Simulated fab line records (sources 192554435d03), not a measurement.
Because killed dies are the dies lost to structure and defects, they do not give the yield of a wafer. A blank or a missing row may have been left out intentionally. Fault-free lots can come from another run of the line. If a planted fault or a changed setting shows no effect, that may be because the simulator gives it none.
fab line records -- flow n5_finfet -- part 1 of 2: steps 1 to 16 of 17
record: lots: 6, wafers: 17, last_day: 18
route steps=1938 shown BEOL_M0_CUTY@708 BEOL_M0@715 BEOL_M4@1111 PASSIVATION@1936
lots that met no fault: taken from a fault-free run of the same line
start_h: hours from the record's opening day to when the first of the lot's shown wafers began -- wait_h: hours since the lot's step before -- " the same as in the row above -- L1.1+2: a row that stands for several wafers -- - no value present, or no start provided -- * or withheld: withheld -- < > ~ a bound
route shown NAME@n: NAME is a module with steps in the file, n the number in the route of the first one -- usual: average and standard deviation across the fault-free wafers -- same: alike in all rows -- chamber/n: place in a boat -- sites: the reading at each site -- _std_site: standard deviation of those values -- _edge_site: the outer-site mean with the inner-site mean subtracted -- radius_mm: for every site, how far away it sits from the centre of the wafer -- mask NAME#n: copy n -- behind: the most recent tool/chamber to have shaped the wafer -- hold: cause of the lot's hold/its duration in hours/its outcome -- device: transistor that didn't switch, given as n, p or np -- end of line: the tests these same wafers got at the end of their route -- a step given without rows: its recipe and nothing more -- killed: not the wafer's yield, but the dies lost to structure and defects at the first sort -- map: dies across one wafer; x = killed, . = not, _ = none there
set.NAME: setting as actually run; set.NAME@STEP: the setting as run at that earlier step -- model.NAME: the simulator's own value behind a step, which no gauge read
lots seen at some steps along the route; tables by step, rows by wafer
services: from which hour (start_h, from the record's first day; less than 0 if before it) a tool's chamber was out of use, for how many hours, and why
== steps ==
step: N5_BEOL_M0_CUTY_CD_MEAS_57
recipe: target_cd_nm: 200, landing_energy_ev: 500, detector: se_inlens, polarity: line
usual: cd_nm: 199.6/0.96
lot.wafer,tool,chamber,start_h,wait_h,cd_nm
L556.1,cd_sem-02,0,111.58,-,200.4
L556.4,cd_sem-02,0,111.58,-,199.4
L556.5,cd_sem-02,0,111.58,-,199.3
L562.1,cd_sem-03,0,150.59,-,199.9
L562.2,cd_sem-03,0,150.59,-,201.4
L562.6,cd_sem-03,0,150.59,-,200.6
L565.1,cd_sem-01,0,163.24,-,199.3
L565.2,cd_sem-01,0,163.24,-,198.1
L565.4,cd_sem-01,0,163.24,-,198.6
L567.1,cd_sem-03,0,182.39,-,198.7
L567.2,cd_sem-03,0,182.39,-,199.8
L576.1,cd_sem-01,0,253.61,-,201.0
L576.4,cd_sem-01,0,253.61,-,200.3
L576.5,cd_sem-01,0,253.61,-,199.7
L577.1,cd_sem-01,0,253.77,-,201.3
L577.5,cd_sem-01,0,253.77,-,199.6
L577.6,cd_sem-01,0,253.77,-,199.9
step: N5_BEOL_M0_CUTY_OVL_MEAS_58
recipe: points_per_wafer: 44
usual: M0_ABLK_OVL: -0.3/0.81
lot.wafer,tool,chamber,start_h,wait_h,M0_ABLK_OVL[nm]
L556.1,overlay-02,0,111.61,0.0,-0.9
L556.4,overlay-02,0,111.61,0.0,-1.5
L556.5,overlay-02,0,111.61,0.0,-0.5
L562.1,overlay-02,0,150.62,0.0,-0.1
L562.2,overlay-02,0,150.62,0.0,0.1
L562.6,overlay-02,0,150.62,0.0,-0.8
L565.1,overlay-01,0,163.27,0.0,0.1
L565.2,overlay-01,0,163.27,0.0,-0.7
L565.4,overlay-01,0,163.27,0.0,-1.7
L567.1,overlay-02,0,182.42,0.0,0.0
L567.2,overlay-02,0,182.42,0.0,-1.0
L576.1,overlay-01,0,253.64,0.0,-0.6
L576.4,overlay-01,0,253.64,0.0,-0.2
L576.5,overlay-01,0,253.64,0.0,-2.1
L577.1,overlay-01,0,253.80,0.0,0.4
L577.5,overlay-01,0,253.80,0.0,0.7
L577.6,overlay-01,0,253.80,0.0,1.5
step: N5_BEOL_M0_CUTY_INSPECT_59
recipe: mode: adi, inspect_instrument: macro
usual: raw_defect_count: 2.1/1.4
lot.wafer,tool,chamber,start_h,wait_h,raw_defect_count
L556.1,defect_inspect-02,-,111.64,0.0,7
L556.4,defect_inspect-02,-,111.64,0.0,1
L556.5,defect_inspect-02,-,111.64,0.0,1
L562.1,defect_inspect-02,-,150.65,0.0,1
L562.2,defect_inspect-02,-,150.65,0.0,2
L562.6,defect_inspect-02,-,150.65,0.0,3
L565.1,defect_inspect-01,-,163.29,0.0,4
L565.2,defect_inspect-01,-,163.29,0.0,2
L565.4,defect_inspect-01,-,163.29,0.0,3
L567.1,defect_inspect-01,-,182.45,0.0,0
L567.2,defect_inspect-01,-,182.45,0.0,2
L576.1,defect_inspect-01,-,253.66,0.0,2
L576.4,defect_inspect-01,-,253.66,0.0,2
L576.5,defect_inspect-01,-,253.66,0.0,6
L577.1,defect_inspect-01,-,253.82,0.0,3
L577.5,defect_inspect-01,-,253.82,0.0,2
L577.6,defect_inspect-01,-,253.82,0.0,1
step: N5_BEOL_M0_CUTY_DESCUM_61
recipe: chemistry: O2, time_s: 7.9, source_power_w: 50, bias_power_w: 20, pressure_mtorr: 20, rf_frequency_hz: 2.712e+07, temp_c: 40, resist: CAR-ArF-block, o2_flow_sccm: 225
step: N5_BEOL_M0_CUTY_ETCH_62
recipe: chemistry: CF4, target: SiARC, mask_material: CAR-ArF-block, time_s: 58.5, ion_energy_ev: 80, pressure_mtorr: 40, source_w: 545, bias_w: 36, Ar_flow_sccm: 100, cf4_flow_sccm: 100, ends: cleared
usual: drypump_motor_current_A: 5.6/0.48, etch_rf_on_time_s: 58.0/1.3, oes_product_au: 0.68/0.078, rf_vpp_V: 184.5/1.2, showerhead_plenum_p_Torr: 2.17/0.079, throttle_valve_pct: 15.61/0.23
lot.wafer,tool,chamber,start_h,wait_h,drypump_motor_current_A,etch_rf_on_time_s,oes_product_au,rf_hours_counter_h,rf_vpp_V,showerhead_plenum_p_Torr,throttle_valve_pct
L556.1,rie_diel-04,0,111.78,0.0,4.7,58.6,0.73,53,184.1,2.17,15.32
L556.4,rie_diel-04,3,111.78,0.0,5.8,55.8,0.69,-,183.3,2.07,15.78
L556.5,rie_diel-04,0,111.78,0.0,4.7,58.6,0.73,-,185.6,2.17,15.33
L562.1,rie_diel-05,3,151.04,0.0,5.6,59.0,0.59,215,185.2,2.20,15.96
L562.2,rie_diel-05,1,151.04,0.0,5.1,58.2,0.60,240,186.4,2.20,15.98
L562.6,rie_diel-05,2,151.04,0.0,5.2,56.9,0.82,-,185.6,2.27,15.19
L565.1,rie_diel-05,2,163.36,0.0,5.2,57.1,0.81,11,185.0,2.27,15.20
L565.2,rie_diel-05,3,163.36,0.0,5.6,58.6,0.59,217,185.8,2.20,15.96
L565.4,rie_diel-05,1,163.36,0.0,5.1,58.1,0.59,243,185.2,2.20,15.99
L567.1,rie_diel-06,3,182.71,0.0,6.0,57.6,0.68,122,185.1,2.23,15.68
L567.2,rie_diel-06,2,182.71,0.0,4.9,59.8,0.58,240,183.3,2.11,15.43
L576.1,rie_diel-05,1,253.83,0.0,5.2,57.2,0.78,25,183.9,2.19,15.59
L576.4,rie_diel-05,0,253.83,0.0,6.4,60.2,0.61,-,182.9,2.04,15.66
L576.5,rie_diel-05,1,253.83,0.0,5.1,57.1,0.78,-,183.8,2.19,15.59
L577.1,rie_diel-04,1,254.02,0.0,6.0,57.1,0.62,202,184.3,2.20,15.43
L577.5,rie_diel-04,0,254.02,0.0,4.8,58.4,0.68,-,186.0,2.16,15.43
L577.6,rie_diel-04,1,254.02,0.0,6.0,57.4,0.62,-,185.4,2.20,15.46
step: N5_BEOL_M0_CUTY_ETCH_63
recipe: chemistry: N2/H2, target: SOC, target_depth_a: 827, overetch_a: 165, mask_material: SiARC, temp_c: 40, ion_energy_ev: 200, time_s: 124, pressure_mtorr: 30, source_w: 840, bias_w: 150, n2_flow_sccm: 200, h2_flow_sccm: 200
step: N5_BEOL_M0_CUTY_STRIP_64
recipe: chemistry: N2/H2, temp_c: 40, n2_flow_sccm: 200, h2_flow_sccm: 200, rf_frequency_hz: 6e+07
step: N5_BEOL_M0_ETCH_138
recipe: chemistry: CH3F/O2, target_depth_a: 120, target: SiCN, time_s: 31.6, ion_energy_ev: 120, pressure_mtorr: 30, source_w: 395, bias_w: 75, Ar_flow_sccm: 150, CH3F_flow_sccm: 30, O2_flow_sccm: 20, ends: cleared
usual: O2_flow_sccm: 20.01/0.067, drypump_motor_current_A: 5.6/0.48, etch_rf_on_time_s: 29.2/0.78, oes_product_au: 0.68/0.076, rf_vpp_V: 297.9/1.7, showerhead_plenum_p_Torr: 2.03/0.075, throttle_valve_pct: 16.31/0.25
lot.wafer,tool,chamber,start_h,wait_h,O2_flow_sccm,drypump_motor_current_A,etch_rf_on_time_s,oes_product_au,rf_hours_counter_h,rf_vpp_V,showerhead_plenum_p_Torr,throttle_valve_pct
L556.1,rie_diel-04,0,111.95,0.0,20.03,4.7,28.7,0.74,53,298.8,2.03,16.04
L556.4,rie_diel-04,3,111.95,0.0,20.03,5.7,29.0,0.68,-,296.5,1.92,16.43
L556.5,rie_diel-04,0,111.95,0.0,19.98,4.7,29.4,0.74,-,296.9,2.03,16.04
L562.1,rie_diel-05,3,151.21,0.0,20.10,5.6,29.7,0.60,215,299.3,2.05,16.59
L562.2,rie_diel-05,1,151.21,0.0,19.99,5.1,28.8,0.60,240,297.5,2.07,16.78
L562.6,rie_diel-05,2,151.21,0.0,19.94,5.2,29.3,0.82,-,299.0,2.12,15.82
L565.1,rie_diel-05,2,163.53,0.0,20.04,5.2,28.2,0.82,11,299.2,2.12,15.82
L565.2,rie_diel-05,3,163.53,0.0,19.97,5.5,29.2,0.60,217,298.8,2.05,16.62
L565.4,rie_diel-05,1,163.53,0.0,20.03,5.1,29.5,0.61,243,298.8,2.07,16.78
L567.1,rie_diel-06,3,182.88,0.0,20.14,6.0,28.7,0.66,122,300.1,2.09,16.40
L567.2,rie_diel-06,2,182.88,0.0,19.95,5.0,29.9,0.58,240,298.4,1.96,16.05
L576.1,rie_diel-05,1,254.00,0.0,20.03,5.1,28.2,0.79,26,297.8,2.06,16.40
L576.4,rie_diel-05,0,254.00,0.0,19.98,6.4,29.8,0.61,-,296.1,1.91,16.39
L576.5,rie_diel-05,1,254.00,0.0,20.06,5.1,29.0,0.79,-,297.9,2.06,16.39
L577.1,rie_diel-04,1,254.19,0.0,19.88,5.9,29.6,0.62,202,297.5,2.06,16.15
L577.5,rie_diel-04,0,254.19,0.0,20.02,4.8,30.9,0.68,-,296.7,2.01,16.13
L577.6,rie_diel-04,1,254.19,0.0,20.01,5.9,29.8,0.61,-,298.8,2.06,16.14
step: N5_BEOL_M0_HM_OPEN_105
recipe: chemistry: Cl2/BCl3, target_depth_a: 120, target: TiN, ion_energy_ev: 150, pressure_mtorr: 10, icp_w: 1000, bias_w: 126, Cl2_flow_sccm: 53.25, bcl3_flow_sccm: 21.75, Ar_flow_sccm: 25
step: N5_BEOL_M0_STRIP_140
recipe: chemistry: CF4, resist: SiARC, power_w: 300, bias_power_w: 75, pressure_mtorr: 50, cf4_flow_sccm: 150, rf_frequency_hz: 6e+07
usual: drypump_motor_current_A: 5.6/0.49, oes_product_au: 0.79/0.091, rf_vpp_V: 271.6/2, showerhead_plenum_p_Torr: 1.81/0.068, throttle_valve_pct: 13.57/0.25
lot.wafer,tool,chamber,start_h,wait_h,drypump_motor_current_A,oes_product_au,rf_hours_counter_h,rf_vpp_V,showerhead_plenum_p_Torr,throttle_valve_pct
L556.1,rie_diel-04,3,113.97,0.1,5.8,0.78,131,270.0,1.74,13.76
L556.4,rie_diel-04,1,113.97,0.1,5.9,0.74,152,271.6,1.86,13.35
L556.5,rie_diel-04,0,113.97,0.1,4.8,0.84,-,269.4,1.82,13.27
L562.1,rie_diel-06,2,152.28,0.5,5.0,0.70,231,271.2,1.79,13.47
L562.2,rie_diel-06,0,152.28,0.5,5.8,0.91,20,274.8,1.92,13.57
L562.6,rie_diel-06,3,152.28,0.5,6.0,0.78,-,272.1,1.87,13.62
L565.1,rie_diel-05,1,171.26,0.3,5.1,0.68,245,272.3,1.83,13.95
L565.2,rie_diel-05,2,171.26,0.3,5.2,0.91,13,273.3,1.91,13.20
L565.4,rie_diel-05,3,171.26,0.3,5.5,0.69,220,272.2,1.85,14.03
L567.1,rie_diel-06,0,183.30,0.1,5.8,0.90,28,275.0,1.92,13.60
L567.2,rie_diel-06,3,183.30,0.1,6.0,0.76,122,271.6,1.87,13.65
L576.1,rie_diel-04,3,254.38,0.2,5.8,0.73,184,269.4,1.73,13.88
L576.4,rie_diel-04,1,254.38,0.2,5.9,0.71,202,271.6,1.84,13.49
L576.5,rie_diel-04,2,254.38,0.2,5.8,0.77,-,272.9,1.80,13.60
L577.1,rie_diel-05,2,254.47,0.1,5.2,0.88,36,275.0,1.91,13.21
L577.5,rie_diel-05,0,254.47,0.1,6.5,0.72,-,269.8,1.70,13.63
L577.6,rie_diel-05,2,254.47,0.1,5.2,0.88,-,273.9,1.91,13.26
step: N5_BEOL_M0_STRIP_104
recipe: chemistry: N2/H2, power_w: 450, temp_c: 40, pressure_mtorr: 20, rf_frequency_hz: 6e+07, overash_fraction: 0.3, bias_power_w: 7, h2_frac: 0.5, n2_flow_sccm: 200, h2_flow_sccm: 200
usual: drypump_motor_current_A: 5.6/0.49, n2_flow_sccm: 200.0/0.56, oes_product_au: 0.80/0.1, rf_vpp_V: 59.4/1.6, showerhead_plenum_p_Torr: 2.56/0.097, throttle_valve_pct: 23.50/0.28
lot.wafer,tool,chamber,start_h,wait_h,drypump_motor_current_A,n2_flow_sccm,oes_product_au,rf_hours_counter_h,rf_vpp_V,showerhead_plenum_p_Torr,throttle_valve_pct
L556.1,rie_diel-04,3,113.99,0.0,5.8,200.5,0.79,131,59.5,2.43,23.48
L556.4,rie_diel-04,1,113.99,0.0,5.9,201.1,0.75,152,58.4,2.64,23.42
L556.5,rie_diel-04,0,113.99,0.0,4.8,199.2,0.86,-,57.5,2.57,23.54
L562.1,rie_diel-06,2,152.30,0.0,5.0,200.0,0.68,231,61.4,2.50,23.33
L562.2,rie_diel-06,0,152.30,0.0,5.8,200.2,0.94,20,57.1,2.71,23.82
L562.6,rie_diel-06,3,152.30,0.0,6.0,199.9,0.79,-,58.7,2.67,23.65
L565.1,rie_diel-05,1,171.28,0.0,5.2,200.0,0.69,245,61.1,2.60,23.69
L565.2,rie_diel-05,2,171.28,0.0,5.2,201.2,0.93,13,58.3,2.69,22.74
L565.4,rie_diel-05,3,171.28,0.0,5.6,201.4,0.70,220,60.3,2.60,23.63
L567.1,rie_diel-06,0,183.32,0.0,5.8,201.0,0.93,28,57.9,2.71,23.82
L567.2,rie_diel-06,3,183.32,0.0,6.0,199.6,0.79,122,58.0,2.67,23.61
L576.1,rie_diel-04,3,254.40,0.0,5.8,199.1,0.75,184,57.9,2.41,23.57
L576.4,rie_diel-04,1,254.40,0.0,5.9,200.3,0.71,202,60.7,2.61,23.48
L576.5,rie_diel-04,2,254.40,0.0,5.8,200.3,0.77,-,57.0,2.57,24.07
L577.1,rie_diel-05,2,254.49,0.0,5.2,199.7,0.89,36,59.2,2.67,22.80
L577.5,rie_diel-05,0,254.49,0.0,6.4,200.0,0.73,-,59.8,2.42,23.54
L577.6,rie_diel-05,2,254.49,0.0,5.2,200.0,0.91,-,60.0,2.67,22.78
step: N5_BEOL_M0_WET_ETCH_106
recipe: chemistry: DHF, dilution: 10:1, temp_c: 25, target: SiO2, target_depth_a: 1300, dry: ipa_marangoni, rinse_time_s: 30, rinse_temp_c: 23
step: N5_BEOL_M0_ETCH_128
recipe: chemistry: CF4/N2, target_depth_a: 120, overetch_a: 51, target: SiCN, time_s: 21.4, ion_energy_ev: 150, pressure_mtorr: 40, source_w: 430, bias_w: 70, Ar_flow_sccm: 100, cf4_flow_sccm: 60, n2_flow_sccm: 60
usual: drypump_motor_current_A: 5.6/0.49, n2_flow_sccm: 60.00/0.19, oes_product_au: 0.55/0.063, rf_vpp_V: 382.9/2.2, showerhead_plenum_p_Torr: 2.23/0.084, throttle_valve_pct: 15.46/0.27
lot.wafer,tool,chamber,start_h,wait_h,drypump_motor_current_A,n2_flow_sccm,oes_product_au,rf_hours_counter_h,rf_vpp_V,showerhead_plenum_p_Torr,throttle_valve_pct,model.TiN_of_BEOL_M0_SAQP_HM_DEP_02.thk_nm
L556.1,rie_diel-05,1,114.11,0.0,5.2,60.11,0.48,226,383.5,2.27,15.82,10.8
L556.4,rie_diel-05,1,114.11,0.0,5.2,60.11,0.49,-,383.0,2.27,15.80,10.8
L556.5,rie_diel-05,3,114.11,0.0,5.6,59.90,0.50,-,383.8,2.26,15.72,10.8
L562.1,rie_diel-05,2,152.48,0.1,5.2,59.95,0.67,9,386.9,2.34,14.98,10.8
L562.2,rie_diel-05,1,152.48,0.1,5.2,59.88,0.48,241,383.6,2.27,15.83,10.8
L562.6,rie_diel-05,2,152.48,0.1,5.2,59.80,0.66,-,384.8,2.34,14.97,11
L565.1,rie_diel-05,1,171.74,0.4,5.2,60.16,0.47,246,383.4,2.27,15.83,10.8
L565.2,rie_diel-05,0,171.74,0.4,6.4,59.89,0.52,160,379.1,2.12,15.41,10.6
L565.4,rie_diel-05,3,171.74,0.4,5.6,60.05,0.49,220,383.2,2.26,15.76,11
L567.1,rie_diel-05,3,183.45,0.0,5.5,60.38,0.47,225,384.1,2.26,15.78,11
L567.2,rie_diel-05,2,183.45,0.0,5.2,60.11,0.64,20,384.8,2.34,15.01,10.6
L576.1,rie_diel-06,1,254.78,0.1,5.8,59.83,0.52,167,381.7,2.12,15.57,11
L576.4,rie_diel-06,2,254.78,0.1,5.0,59.98,0.67,9,379.5,2.17,14.77,11
L576.5,rie_diel-06,1,254.78,0.1,5.8,60.04,0.52,-,377.6,2.12,15.55,11
L577.1,rie_diel-06,0,254.90,0.2,5.9,60.13,0.59,58,385.2,2.34,15.50,10.8
L577.5,rie_diel-06,3,254.90,0.2,6.0,60.05,0.53,-,384.0,2.30,15.59,11
L577.6,rie_diel-06,0,254.90,0.2,5.8,59.97,0.59,-,385.2,2.34,15.50,10.8
step: N5_BEOL_M0_TRENCH_ETCH_107
recipe: chemistry: C4F6/O2, target_depth_a: 328, target: SiOC, time_s: 16.4, ion_energy_ev: 250, pressure_mtorr: 30, source_w: 355, bias_w: 185, Ar_flow_sccm: 300, C4F6_flow_sccm: 10, O2_flow_sccm: 10
usual: O2_flow_sccm: 10.00/0.03, drypump_motor_current_A: 5.6/0.49, oes_product_au: 0.79/0.097, rf_vpp_V: 670/16, showerhead_plenum_p_Torr: 2.88/0.11, throttle_valve_pct: 20.88/0.3
lot.wafer,tool,chamber,start_h,wait_h,O2_flow_sccm,drypump_motor_current_A,oes_product_au,rf_hours_counter_h,rf_vpp_V,showerhead_plenum_p_Torr,throttle_valve_pct,model.TiN_of_BEOL_M0_SAQP_HM_DEP_02.thk_nm
L556.1,rie_diel-05,1,114.16,0.0,9.98,5.2,0.71,226,693,2.95,21.31,9.4
L556.4,rie_diel-05,1,114.16,0.0,10.02,5.2,0.71,-,691,2.95,21.30,9.4
L556.5,rie_diel-05,3,114.16,0.0,9.99,5.6,0.71,-,669,2.91,21.04,9.6
L562.1,rie_diel-05,2,152.53,0.0,10.02,5.2,0.95,9,663,3.01,20.35,9.6
L562.2,rie_diel-05,1,152.53,0.0,10.01,5.2,0.69,241,692,2.94,21.32,9.6
L562.6,rie_diel-05,2,152.53,0.0,10.02,5.2,0.96,-,662,3.01,20.37,9.6
L565.1,rie_diel-05,1,171.78,0.0,9.94,5.2,0.69,246,690,2.94,21.34,9.6
L565.2,rie_diel-05,0,171.78,0.0,10.01,6.4,0.75,160,656,2.74,20.85,9.2
L565.4,rie_diel-05,3,171.78,0.0,9.94,5.6,0.69,220,670,2.90,21.05,9.6
L567.1,rie_diel-05,3,183.49,0.0,10.02,5.6,0.69,225,669,2.90,21.07,9.6
L567.2,rie_diel-05,2,183.49,0.0,9.98,5.2,0.93,20,662,3.00,20.38,9.2
L576.1,rie_diel-06,1,254.82,0.0,9.98,5.8,0.74,167,689,2.74,20.99,9.8
L576.4,rie_diel-06,2,254.82,0.0,9.97,4.9,0.98,9,679,2.78,20.14,9.6
L576.5,rie_diel-06,1,254.82,0.0,10.00,5.8,0.74,-,690,2.74,20.98,9.6
L577.1,rie_diel-06,0,254.94,0.0,10.04,5.9,0.87,58,644,3.01,20.94,9.4
L577.5,rie_diel-06,3,254.94,0.0,9.96,6.0,0.76,-,657,2.96,21.00,9.6
L577.6,rie_diel-06,0,254.94,0.0,10.01,5.9,0.87,-,645,3.01,20.99,9.6
step: N5_BEOL_M0_STRIP_142
recipe: chemistry: N2/H2, time_s: 10, power_w: 450, temp_c: 40, pressure_mtorr: 20, rf_frequency_hz: 6e+07, bias_power_w: 7, n2_flow_sccm: 200, h2_flow_sccm: 200
usual: drypump_motor_current_A: 5.6/0.49, n2_flow_sccm: 200.0/0.55, oes_product_au: 0.79/0.098, rf_vpp_V: 59.3/0.91, showerhead_plenum_p_Torr: 2.56/0.098, throttle_valve_pct: 23.48/0.29
lot.wafer,tool,chamber,start_h,wait_h,drypump_motor_current_A,n2_flow_sccm,oes_product_au,rf_hours_counter_h,rf_vpp_V,showerhead_plenum_p_Torr,throttle_valve_pct
L556.1,rie_diel-05,1,114.18,0.0,5.2,199.5,0.70,226,60.5,2.60,23.65
L556.4,rie_diel-05,1,114.18,0.0,5.2,199.3,0.71,-,57.7,2.60,23.65
L556.5,rie_diel-05,3,114.18,0.0,5.6,200.3,0.69,-,58.4,2.60,23.60
L562.1,rie_diel-05,2,152.55,0.0,5.2,200.9,0.96,9,58.7,2.69,22.76
L562.2,rie_diel-05,1,152.55,0.0,5.2,199.7,0.70,241,59.1,2.60,23.66
L562.6,rie_diel-05,2,152.55,0.0,5.2,200.5,0.96,-,58.0,2.69,22.76
L565.1,rie_diel-05,1,171.80,0.0,5.1,200.7,0.69,246,59.9,2.59,23.68
L565.2,rie_diel-05,0,171.80,0.0,6.4,199.6,0.75,160,61.5,2.44,23.46
L565.4,rie_diel-05,3,171.80,0.0,5.6,199.6,0.68,220,58.8,2.60,23.63
L567.1,rie_diel-05,3,183.51,0.0,5.6,199.4,0.68,225,57.5,2.59,23.63
L567.2,rie_diel-05,2,183.51,0.0,5.2,199.9,0.94,20,60.4,2.68,22.79
L576.1,rie_diel-06,1,254.85,0.0,5.8,200.6,0.74,167,58.2,2.43,23.63
L576.4,rie_diel-06,2,254.85,0.0,5.0,200.1,0.98,9,59.6,2.49,23.08
L576.5,rie_diel-06,1,254.85,0.0,5.8,200.4,0.74,-,57.8,2.43,23.63
L577.1,rie_diel-06,0,254.96,0.0,5.9,199.0,0.88,58,59.0,2.70,23.87
L577.5,rie_diel-06,3,254.96,0.0,6.0,199.3,0.76,-,60.1,2.65,23.69
L577.6,rie_diel-06,0,254.96,0.0,5.8,199.5,0.88,-,60.1,2.70,23.85
step: N5_BEOL_M4_RC_MEAS_101
usual: DIBL_N: 37.2/2.1, DIBL_P: 37.3/2.3, IOFF_N: 0.18/0.041, IOFF_P: 0.24/0.042, ION_N: 680/13, ION_P: 466/7.7, SS_N: 71.8/0.68, SS_P: 73.5/0.66, VT_N: 249/3.6, VT_P: -248/3.4
lot.wafer,tool,chamber,start_h,wait_h,DIBL_N[mV/V],DIBL_P[mV/V],IOFF_N[nA/um],IOFF_P[nA/um],ION_N[uA/um],ION_P[uA/um],SS_N[mV/dec],SS_P[mV/dec],VT_N[mV],VT_P[mV]
L556.1,prober-02,0,175.95,0.0,40.5,41.3,0.23,0.31,683,466,72.5,74.0,246,-246
L556.4,prober-02,0,175.95,0.0,37.9,37.6,0.18,0.23,689,467,71.7,73.4,251,-248
L556.5,prober-02,0,175.95,0.0,39.8,39.2,0.22,0.26,676,460,71.9,73.7,245,-248
L562.1,prober-02,0,209.74,0.0,36.1,36.5,0.16,0.23,678,471,71.5,74.3,248,-249
L562.2,prober-02,0,209.74,0.0,36.8,37.5,0.18,0.24,685,473,72.6,73.9,249,-247
L562.6,prober-02,0,209.74,0.0,32.6,32.1,0.10,0.16,655,458,70.3,73.3,258,-253
L565.1,prober-02,0,228.02,0.0,34.0,34.7,0.15,0.24,676,473,71.2,73.5,250,-245
L565.2,prober-02,0,228.02,0.0,34.9,35.6,0.17,0.26,680,474,72.8,73.0,248,-242
L565.4,prober-02,0,228.02,0.0,30.1,30.5,0.09,0.19,659,472,70.6,72.4,255,-246
L567.1,prober-01,0,229.21,0.2,38.3,37.2,0.19,0.24,686,468,71.4,73.2,245,-246
L567.2,prober-01,0,229.21,0.2,38.0,35.8,0.16,0.20,676,460,71.5,73.0,252,-249
L576.1,prober-02,0,312.96,0.0,36.9,35.6,0.15,0.21,683,469,71.1,73.1,251,-250
L576.4,prober-02,0,312.96,0.0,37.4,36.3,0.16,0.21,673,471,71.7,73.4,251,-248
L576.5,prober-02,0,312.96,0.0,40.1,38.5,0.21,0.25,682,470,72.7,74.0,247,-247
L577.1,prober-02,0,333.14,0.0,36.8,36.7,0.17,0.21,680,462,72.4,73.4,250,-252
L577.5,prober-02,0,333.14,0.0,35.1,36.1,0.15,0.20,685,466,71.2,74.2,249,-252
L577.6,prober-02,0,333.14,0.0,37.7,37.5,0.19,0.22,685,460,72.2,73.7,248,-251
== key ==
first_sign none at tools or gauges
model_effect: step: N5_BEOL_M0_ETCH_128, value: TiN_of_BEOL_M0_SAQP_HM_DEP_02.thk_nm, without: 11, struck: 10.6
model_effect: step: N5_BEOL_M0_TRENCH_ETCH_107, value: TiN_of_BEOL_M0_SAQP_HM_DEP_02.thk_nm, without: 9.6, struck: 9.2
met_at N5_BEOL_M0_ETCH_128
struck_wafers L565.2,L567.2
onset_between 152.48 171.74
fault: kind: process_parameter_drift, tool: rie_diel-05, chamber: -, onset_h: 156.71, steps: N5_BEOL_M0_ETCH_128, channel: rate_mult, offset: 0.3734, shape: step, end_h: 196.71, scope: struck_wafers_only
